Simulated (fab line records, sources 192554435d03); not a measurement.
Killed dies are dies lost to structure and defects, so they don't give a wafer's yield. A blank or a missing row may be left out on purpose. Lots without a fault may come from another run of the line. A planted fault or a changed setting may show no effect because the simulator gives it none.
fab line records | flow n5_finfet
record lots=5 wafers=14 last_day=17
route steps=1938 shown BEOL_M3@1011 BEOL_M4@1021 PASSIVATION@1936
lots that met no fault: from a run of the same line without faults
start_h: hours from the record's first day to the start of the lot's first wafer shown | wait_h: hours since the lot's step before | " the same as in the row above | L1.1+2: a row that stands for several wafers | - no value, or no start given | * or withheld: withheld | < > ~ a bound
route shown NAME@n: a module of which the file shows steps, and the number in the route of the first | usual: mean/standard deviation of fault-free wafers | same: alike in all rows | chamber/n: place in a boat | sites: the reading at each site | _std_site: their standard deviation | _edge_site: outer sites' mean less inner sites' | radius_mm: how far each site lies from the wafer's centre | mask NAME#n: copy n | behind: the tool/chamber that last shaped the wafer | hold: why the lot was held/for how many hours/how that ended | device: the transistor (n, p or np) that didn't switch | end of line: the same wafers' tests at the end of the route | a step without rows: its recipe alone | killed: dies lost to structure and defects at the first sort, not the wafer's yield | map: a wafer's dies, x killed, . not, _ none there
set.NAME: the setting as run; set.NAME@STEP: as run at that earlier step | model.NAME: the simulator's own value behind a step, which no gauge read
lots at some steps of the route; a table a step, a row a wafer
services: from which hour (start_h, from the record's first day; less than 0 if before it) a tool's chamber was out of use, for how many hours, and why
## steps
# step N5_BEOL_M3_ECD_50
# recipe material=Cu target_thk_a=3000
# step N5_BEOL_M3_ANNEAL_51
# recipe temp_c=225 time_s=90 ambient=N2
# step N5_BEOL_M3_CMP_52
# recipe stop_on=SiOC t_overpolish_s=6.8 down_force_psi=1 platen_rpm=50 clearing_platen_down_force_psi=1.5 clearing_platen_rpm=50 post_cmp_clean=cu_alkaline target_thk_nm=40 clearing_platen_pad_velocity_m_s=0.99484 pad_velocity_m_s=0.99484
# step N5_BEOL_M3_PRE_CLEAN_60
# recipe gas=NH3/H2 time_s=15 temp_c=* rf_power_w=300
# step N5_BEOL_M3_CO_CAP_55
# recipe material=Co target_thk_a=20 temp_c=200 precursor=CCTBA/H2 pressure_torr=30 time_s=102.1
# step N5_BEOL_M3_PRE_CLEAN_56
# recipe gas=NH3 time_s=15 temp_c=withheld rf_power_w=300
# step N5_BEOL_M3_DEP_57
# recipe material=SiCN target_thk_a=80 temp_c=withheld precursor=3MS/NH3 pressure_torr=3 rf_w=202 time_s=14
# step N5_BEOL_M4_ILD_DEP_00
# recipe material=SiOC target_thk_a=790 temp_c=350 precursor=DEMS/O2 pressure_torr=5 rf_w=500 time_s=15.3
# step N5_BEOL_M4_PECVD_72
# recipe material=SiO2 target_thk_a=160 temp_c=400 precursor=TEOS/O2 pressure_torr=5.5 rf_w=450 teos_flow_sccm=53.8 gas=O2 flow_sccm=3000 time_s=18
# usual heater_power_w=785/130 showerhead_plenum_p_Torr=8.80/0.049 throttle_valve_pct=23.0/1.2
# columns lot.wafer tool chamber start_h wait_h heater_power_w showerhead_plenum_p_Torr throttle_valve_pct model.SiO2_of_BEOL_M4_PECVD_72.thk_nm
L996.1 pecvd-02 0 245.92 0.0 758 8.86 22.3 16
L996.3 " 2 " " 650 8.81 21.7 16.4
L996.6 " 2 " " 656 8.80 21.6 16.4
L998.1 pecvd-02 0 248.90 0.0 860 8.84 22.6 15.8
L998.3 " 2 " " 695 8.80 21.7 7.4
L998.5 " 2 " " 699 8.81 21.5 16.2
L102.3 pecvd-02 0 257.94 0.0 762 8.84 22.6 7
L102.5 " 1 " " 663 8.80 23.8 16
L102.6 " 2 " " 658 8.82 21.3 16.2
L100.3 pecvd-02 0 259.51 0.0 830 8.84 22.4 7.2
L100.6 " 0 " " 816 8.86 22.3 16
L107.2 pecvd-01 1 299.08 0.0 994 8.79 24.4 16.2
L107.4 " 2 " " 982 8.78 21.7 16.2
L107.6 " 1 " " 1004 8.78 24.4 16.2
# step N5_BEOL_M4_HM_DEP_02
# recipe material=TiN target_thk_a=200 temp_c=25 chamber_pressure_pa=0.49996
# step N5_BEOL_M4_COAT_61
# recipe resist=SOC temp_c=250 time_s=60 spin_rpm=1500 resist_thk_nm=60
# step N5_BEOL_M4_COAT_62
# recipe resist=SiARC temp_c=220 time_s=60 spin_rpm=1500 resist_thk_nm=12
# step N5_BEOL_M4_COAT_73
# recipe resist=underlayer temp_c=205 time_s=60 spin_rpm=1500 resist_thk_nm=5
# step N5_BEOL_M4_COAT_05
# recipe resist=CAR-EUV spin_rpm=1500 resist_thk_nm=30
# step N5_BEOL_M4_EBR_07
# recipe solvent=PGMEA ebr_width_mm=1.5
# step N5_BEOL_M4_SOFTBAKE_06
# recipe temp_c=110 time_s=60 resist=CAR-EUV
# step N5_BEOL_M4_EXPOSE_08
# recipe mask_id=M4 na=0.33 source_shape=dipole sigma_inner=0.369 sigma_outer=0.767 polarization=unpolarized dose_mj=41.25
# step N5_BEOL_M4_PEB_09
# recipe peb_temp_c=100 peb_time_s=60 resist=CAR-EUV
# step N5_BEOL_M4_DEVELOP_10
# recipe develop_time_s=30 developer=TMAH resist=CAR-EUV rinse_liquid=surfactant_rinse dry=air_spin dev_temp_c=23
# step N5_BEOL_M4_DESCUM_16
# recipe chemistry=O2 time_s=7 source_power_w=50 bias_power_w=20 pressure_mtorr=20 rf_frequency_hz=2.712e+07 temp_c=40 resist=CAR-EUV o2_flow_sccm=225
# step N5_BEOL_M4_ETCH_74
# recipe chemistry=N2/H2 target=underlayer target_depth_a=65 mask_material=CAR-EUV time_s=5.2 ion_energy_ev=200 pressure_mtorr=30 source_w=840 bias_w=150 n2_flow_sccm=200 h2_flow_sccm=200 ends=cleared
# step N5_BEOL_M4_ETCH_63
# recipe chemistry=CF4 target=SiARC target_depth_a=156 mask_material=CAR-EUV time_s=26 ion_energy_ev=80 pressure_mtorr=40 source_w=545 bias_w=36 Ar_flow_sccm=100 cf4_flow_sccm=100 ends=cleared
# step N5_BEOL_M4_ETCH_64
# recipe chemistry=N2/H2 target=SOC target_depth_a=750 overetch_a=225 mask_material=SiARC temp_c=40 time_s=121.9 ion_energy_ev=200 pressure_mtorr=30 source_w=840 bias_w=150 n2_flow_sccm=200 h2_flow_sccm=200
# step N5_BEOL_M4_STRIP_65
# recipe chemistry=N2/H2 temp_c=40 n2_flow_sccm=200 h2_flow_sccm=200 rf_frequency_hz=6e+07
# step N5_BEOL_M4_STRIP_75
# recipe chemistry=N2/H2 temp_c=40 n2_flow_sccm=200 h2_flow_sccm=200 rf_frequency_hz=6e+07
# step N5_BEOL_M4_STRIP_66
# recipe chemistry=CF4 resist=SiARC power_w=300 bias_power_w=75 pressure_mtorr=50 cf4_flow_sccm=150 rf_frequency_hz=6e+07
# step N5_BEOL_M4_HM_OPEN_17
# recipe chemistry=Cl2/BCl3 target_depth_a=200 overetch_a=60 target=TiN mask_material=SOC ion_energy_ev=150 pressure_mtorr=10 icp_w=1000 bias_w=126 Cl2_flow_sccm=53.25 bcl3_flow_sccm=21.75 Ar_flow_sccm=25
# step N5_BEOL_M4_STRIP_19
# recipe chemistry=O2 power_w=400 temp_c=40 pressure_mtorr=30 rf_frequency_hz=6e+07 bias_power_w=0 overash_fraction=0.2 o2_flow_sccm=225
# step N5_BEOL_M4_COAT_67
# recipe resist=SOC temp_c=250 time_s=60 spin_rpm=1500 resist_thk_nm=60
# step N5_BEOL_M4_COAT_68
# recipe resist=SiARC temp_c=220 time_s=60 spin_rpm=1500 resist_thk_nm=12
# step N5_BEOL_M4_COAT_76
# recipe resist=underlayer temp_c=205 time_s=60 spin_rpm=1500 resist_thk_nm=5
# step N5_BEOL_M4_COAT_22
# recipe resist=CAR-EUV spin_rpm=1500 resist_thk_nm=30
# step N5_BEOL_M4_EBR_24
# recipe solvent=PGMEA ebr_width_mm=1.5
# step N5_BEOL_M4_SOFTBAKE_23
# recipe temp_c=110 time_s=60 resist=CAR-EUV
# step N5_BEOL_M4_HM_STRIP_39
# recipe chemistry=peroxide_tin_strip material=TiN target_depth_a=250 temp_c=50 time_s=158
# usual bath_heat_duty_pct=7.1/0.87
# columns lot.wafer tool chamber start_h wait_h bath_heat_duty_pct model.SiO2_of_BEOL_M4_PECVD_72.thk_nm
L996.1 wet_bench-04 5 255.11 0.0 8.1 15.8
L996.3 " 1 " " 7.4 16.4
L996.6 " 0 " " 7.2 16.2
L998.1 wet_bench-06 7 268.07 0.0 8.2 15.6
L998.3 " 5 " " 6.8 7.2
L998.5 " 2 " " 8.2 16
L102.3 wet_bench-03 1 271.72 0.0 7.6 7
L102.5 " 7 " " 7.3 15.8
L102.6 " 6 " " 6.9 16
L100.3 wet_bench-04 6 271.82 0.0 5.6 7
L100.6 " 5 " " 7.4 15.8
L107.2 wet_bench-06 2 313.24 0.0 7.7 16
L107.4 " 3 " " 7.4 16
L107.6 " 6 " " 6.6 16
# step N5_BEOL_M4_CMP_52
# recipe stop_on=SiOC t_overpolish_s=6.8 down_force_psi=1 platen_rpm=50 clearing_platen_down_force_psi=1.5 clearing_platen_rpm=50 post_cmp_clean=cu_alkaline target_thk_nm=40 clearing_platen_pad_velocity_m_s=0.99484 pad_velocity_m_s=0.99484
# usual barrier_field_endpoint_s=24.6/0.72 clearing_platen_down_force_psi=1.500/0.003 motor_current_A=6.3/0.67
# columns lot.wafer tool chamber start_h wait_h barrier_field_endpoint_s clearing_platen_down_force_psi motor_current_A
L996.1 cmp-01 3 258.60 0.3 24.7 1.498 6.3
L996.3 " 0 " " 25.5 1.505 5.6
L996.6 " 2 " " 24.9 1.496 6.9
L998.1 cmp-04 0 271.41 0.3 24.4 1.500 6.4
L998.3 " 1 " " 14.1 1.502 6.2
L998.5 " 3 " " 24.2 1.498 5.7
L100.3 cmp-01 3 275.62 0.3 14.3 1.501 6.3
L100.6 " 1 " " 25.9 1.497 7.0
L102.3 cmp-02 2 276.88 0.3 12.9 1.499 4.9
L102.6 " 3 " " 25.1 1.503 6.6
L102.5 " 0 " " 23.4 1.501 7.5
L107.4 cmp-02 2 316.89 0.2 25.3 1.505 4.9
L107.2 " 0 " " 24.5 1.504 7.2
L107.6 " 2 " " 24.2 1.501 5.1
# step N5_BEOL_M4_RC_MEAS_101
# usual DIBL_N=36.4/2.2 DIBL_P=36.3/2.5 IOFF_N=0.17/0.052 IOFF_P=0.23/0.049 ION_N=674/17 ION_P=464/11 SS_N=71.7/0.98 SS_P=73.3/0.84 VT_N=250/4 VT_P=-249/3.8
# columns lot.wafer tool chamber start_h wait_h DIBL_N[mV/V] DIBL_P[mV/V] IOFF_N[nA/um] IOFF_P[nA/um] ION_N[uA/um] ION_P[uA/um] SS_N[mV/dec] SS_P[mV/dec] VT_N[mV] VT_P[mV]
L996.1 prober-01 0 259.17 0.0 33.6 34.8 0.13 0.18 650 443 72.0 73.4 253 -252
L996.3 " 0 " " 36.0 36.1 0.16 0.20 657 451 72.4 73.3 253 -253
L996.6 " 0 " " 37.6 39.2 0.21 0.27 695 474 73.0 74.0 246 -244
L998.1 prober-02 0 271.98 0.0 37.8 39.6 0.17 0.27 670 464 72.3 74.1 250 -248
L998.3 " 0 " " 37.4 38.4 0.17 0.23 690 471 72.0 74.0 249 -252
L998.5 " 0 " " 37.0 37.8 0.16 0.23 670 458 72.0 73.0 253 -249
L100.3 prober-02 0 276.45 0.3 34.3 34.3 0.13 0.21 677 478 70.8 73.3 253 -248
L100.6 " 0 " " 35.9 35.9 0.16 0.24 686 477 71.4 72.9 251 -248
L102.3 prober-01 0 277.69 0.3 35.4 33.1 0.13 0.17 654 454 70.7 72.1 252 -253
L102.5 " 0 " " 35.4 33.7 0.14 0.19 665 460 70.8 72.8 250 -253
L102.6 " 0 " " 36.3 35.6 0.15 0.21 671 461 71.3 73.2 251 -250
L107.2 prober-02 0 317.61 0.2 36.3 36.3 0.16 0.22 680 470 71.6 72.9 248 -248
L107.4 " 0 " " 35.4 35.8 0.15 0.23 676 477 71.2 73.4 247 -246
L107.6 " 0 " " 39.9 40.6 0.25 0.31 690 467 72.9 74.3 244 -244
# step N5_PASSIVATION_PROBE_49
# usual defect_limited_yield=91.2/1.4 killed_at_M0_to_M3=34/9.3 killed_at_M4_up=14/5.9 killed_at_contacts=14/5.7 killed_at_front_end=38/10 killed_at_other=4/3.2 killed_dies=104/17 killed_open=67/13 killed_short=33/6.9 sort_bin_5_function=5.2/1 sort_bin_6_memory=3.3/0.61 sort_bin_8_speed=0.3/1.8 sort_n_pass=1069/52
# same gross_dies=1180 killed_at_back_side=0 sort_bin_4_leakage[%]=0
# columns lot.wafer tool chamber start_h wait_h defect_limited_yield[%] killed_at_M0_to_M3 killed_at_M4_up killed_at_contacts killed_at_front_end killed_at_other killed_dies killed_open killed_short sort_bin_5_function[%] sort_bin_6_memory[%] sort_bin_8_speed[%] sort_n_pass
L996.1 prober-01 - 371.95 0.0 90.5 42 24 3 43 0 112 79 31 5.4 3.6 0.1 1067
L996.3 prober-01 - 372.05 0.1 90.6 46 15 12 31 7 111 73 32 5.4 4.0 0 1069
L996.6 prober-01 - 372.20 0.3 93.5 21 13 5 36 2 77 42 30 2.9 3.3 0 1103
L998.1 prober-01 - 376.23 0.0 89.1 49 31 12 34 3 129 92 33 7.3 3.5 0 1051
L998.3 prober-01 - 376.33 0.1 90.4 31 32 14 36 0 113 83 24 5.5 3.9 0 1067
L998.5 prober-01 - 376.43 0.2 91.6 22 15 11 47 4 99 66 22 5.3 3.1 0 1081
L100.3 prober-01 - 380.80 0.1 89.7 41 9 24 39 8 121 75 37 7.0 3.1 0 1059
L100.6 prober-01 - 380.95 0.3 89.7 51 6 24 36 5 122 87 30 6.8 3.2 0 1058
# killed by level:class
L996.1 BEOL_M4:geometric_particle:open=10 BEOL_M0_SAQP:geometric_particle:open=9 BEOL_M2:geometric_particle:open=9 STI_FIN_REVEAL:geometric_particle:open=8 FIN_SAQP:geometric_particle:open=7 BEOL_M0_SAQP:geometric_particle:short=7 BEOL_M1:geometric_particle:open=6 DUMMY_GATE:geometric_particle:open=5
L996.3 BEOL_M0_SAQP:geometric_particle:open=14 BEOL_M3:geometric_particle:open=10 MOL_CONTACT_COAG:geometric_particle:open=8 BEOL_M0_SAQP:geometric_particle:short=7 FIN_SAQP:geometric_particle:open=6 FIN_SAQP:geometric_particle:short=6 DUMMY_GATE:geometric_particle:open=5 BEOL_M1:geometric_particle:open=5
L996.6 DUMMY_GATE:geometric_particle:open=7 FIN_SAQP:geometric_particle:short=6 STI_FIN_REVEAL:geometric_particle:open=6 BEOL_M0_SAQP:geometric_particle:open=6 BEOL_M0_SAQP:geometric_particle:short=5 FIN_SAQP:geometric_particle:open=4 STARTING-WAFER:geometric_particle:short=4 SDB:geometric_particle:short=3
L998.1 BEOL_M2:geometric_particle:open=22 BEOL_M4:geometric_particle:open=16 BEOL_M0_SAQP:geometric_particle:open=13 ILD0:geometric_particle:open=8 MOL_CONTACT_COAG:geometric_particle:open=7 BEOL_M0_SAQP:geometric_particle:short=6 BEOL_M2:geometric_particle:short=6 FIN_SAQP:geometric_particle:open=5
L998.3 BEOL_M4:geometric_particle:open=16 BEOL_M2:geometric_particle:open=16 STI_FIN_REVEAL:geometric_particle:open=8 DUMMY_GATE:geometric_particle:open=7 MOL_CONTACT_COAG:geometric_particle:open=7 FIN_SAQP:geometric_particle:open=6 MOL_CONTACT_COAG:geometric_particle:short=5 ILD0:geometric_particle:short=4
L998.5 FIN_SAQP:geometric_particle:open=23 BEOL_M2:geometric_particle:open=11 MOL_CONTACT_COAG:geometric_particle:open=8 FIN_SAQP:geometric_particle:short=7 GATE_CUT:geometric_particle:short=4 BEOL_M3:geometric_particle:open=4 BEOL_M4:geometric_particle:open=4 STI_FIN_REVEAL:geometric_particle:open=3
L100.3 MOL_CONTACT_COAG:geometric_particle:open=19 BEOL_M3:geometric_particle:open=14 STI_FIN_REVEAL:geometric_particle:open=7 FIN_SAQP:geometric_particle:open=6 GATE_CUT:geometric_particle:short=6 BEOL_M1:geometric_particle:open=6 BEOL_M2:geometric_particle:open=6 BEOL_M3:geometric_particle:short=6
L100.6 MOL_CONTACT_COAG:geometric_particle:open=20 BEOL_M3:geometric_particle:open=13 BEOL_M1:geometric_particle:open=11 DUMMY_GATE:geometric_particle:open=8 FIN_SAQP:geometric_particle:open=7 BEOL_M0_SAQP:geometric_particle:short=7 STI_FIN_REVEAL:geometric_particle:open=6 BEOL_M2:geometric_particle:open=6
## services
# columns tool chamber start_h hours kind
cmp-04 - 222.93 2.0 repair
cmp-02 - 224.69 1.6 repair
cmp-01 - 235.07 4.0 pm
cmp-01 - 239.07 - consumable_replace:conditioner
cmp-01 - 239.07 - consumable_replace:pad
cmp-01 - 243.20 0.8 repair
pecvd-02 - 243.26 0.3 repair
cmp-04 - 274.33 6.9 pm
pecvd-01 2 284.92 5.5 scheduled_down
cmp-02 - 295.18 1.3 repair
wet_bench-03 - 297.92 1.9 pm
pecvd-02 0 305.05 5.5 scheduled_down
cmp-01 - 305.16 2.4 repair
cmp-02 - 305.50 7.7 pm
## key
first_sign step=N5_BEOL_M4_CMP_52 reading=barrier_field_endpoint_s direction=down sigmas=15 usual=24.6 struck=13.8
effect none on later readings
model_effect step=N5_BEOL_M4_PECVD_72 value=SiO2_of_BEOL_M4_PECVD_72.thk_nm without=15.67 struck=7.2
model_effect step=N5_BEOL_M4_HM_STRIP_39 value=SiO2_of_BEOL_M4_PECVD_72.thk_nm without=15.53 struck=7.067
met_at N5_BEOL_M4_PECVD_72
struck_wafers L998.3,L100.3,L102.3
onset_between 245.92 248.90
fault kind=process_parameter_drift tool=pecvd-02 chamber=- onset_h=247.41 steps=N5_BEOL_M4_PECVD_72 channel=time_s offset=* shape=step end_h=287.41 scope=struck_wafers_only acts_in=* stated=*
